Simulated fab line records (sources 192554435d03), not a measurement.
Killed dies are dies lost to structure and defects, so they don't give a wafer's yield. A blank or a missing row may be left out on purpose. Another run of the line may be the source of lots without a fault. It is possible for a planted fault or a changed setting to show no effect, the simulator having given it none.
One fault seen from 3 desks ; flow n5_finfet ; only its own numbers are on each desk; what lay behind them is given at the end

## THE DEFECT DESK
Counts from the inspections along the route, per lot, as means over the sampled wafers that have a number. Marked OUT: a lot whose mean sits more than 4 standard deviations from the usual mean, which makes it out of limits; the brackets give that distance.
Columns: A = raw_defect_count at N5_HKMG_FIN_INSPECT_14, usual 2.1
lot;first seen here;A
L748;day 4 23:58;0.7
L752;day 6 00:14;1.5
L761;day 8 03:21;2.0
L762;day 8 08:18;2.0
L767;day 9 14:35;1.3
This desk found nothing out of limits on any of the 5 lots.

## AT THE TOOL OWNER'S DESK: rie_diel-01
The tool's own readings at N5_HKMG_FIN_ETCH_35 (etches SOC in N2/H2, target depth 215.8 nm, time 243.4 s): means of the sampled wafers that have a number, for each lot that ran on this tool. Marked OUT: a lot whose mean sits more than 4 standard deviations from the usual mean, which makes it out of limits; the brackets give that distance.
Columns: A = drypump_motor_current_A at N5_HKMG_FIN_ETCH_35, usual 5.9 A; B = oes_product_au at N5_HKMG_FIN_ETCH_35, usual 0.80 a.u.; C = rf_vpp_V at N5_HKMG_FIN_ETCH_35, usual 141.8 V; D = run_length_s at N5_HKMG_FIN_ETCH_35, usual 266.5 s; E = showerhead_plenum_p_Torr at N5_HKMG_FIN_ETCH_35, usual 2.55 Torr; F = throttle_valve_pct at N5_HKMG_FIN_ETCH_35, usual 17.92 %
lot;first seen here;A;B;C;D;E;F
L748;day 5 00:44;6.5;0.83;142.1;266.3;2.56;17.85
L752;day 6 00:34;6.1;0.77;141.7;232.5 (-81) OUT;2.56;17.98
L767;day 9 14:55;5.8;0.80;141.8;266.2;2.53;17.91
Finding of this desk: L752 out of limits; the first was L752 at day 6 00:34, on run_length_s at N5_HKMG_FIN_ETCH_35. In limits: L748, L767.

## AT THE METROLOGY DESK
What the gauges read, lot by lot, whatever tool the lot ran on: means of the sampled wafers that have a number. Marked OUT: a lot whose mean sits more than 4 standard deviations from the usual mean, which makes it out of limits; the brackets give that distance.
Columns: A = cd_nm at N5_HKMG_FIN_CD_MEAS_12, usual 92.7 nm; B = NWFM_OVL at N5_HKMG_FIN_OVL_MEAS_13, usual -0.4 nm
lot;first seen here;A;B
L748;day 4 23:55;92.5;0.2
L752;day 6 00:10;93.3;-0.8
L761;day 8 03:17;92.4;-0.3
L762;day 8 08:15;91.8;-0.2
L767;day 9 14:32;93.1;-1.2
This desk found nothing out of limits on any of the 5 lots.

## TAKEN TOGETHER
The tool owner's desk had the chance to raise an alarm at day 6 00:34 on L752.
The defect desk saw nothing out of limits.
At the metrology desk, nothing out of limits was observed.
The defect desk has L752 on record, within its limits.
The metrology desk holds a record of L752, inside its limits.
The lots listed all ran N5_HKMG_FIN_ETCH_35 on rie_diel-01.

## WHAT THE SIMULATOR PUT IN
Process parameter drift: rie_diel-01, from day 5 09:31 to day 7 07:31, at N5_HKMG_FIN_ETCH_35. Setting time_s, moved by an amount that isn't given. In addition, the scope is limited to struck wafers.
Lots struck among those shown: L752.
Each desk's first reading out of limits, in hours after the fault started: the tool owner's desk, 15.
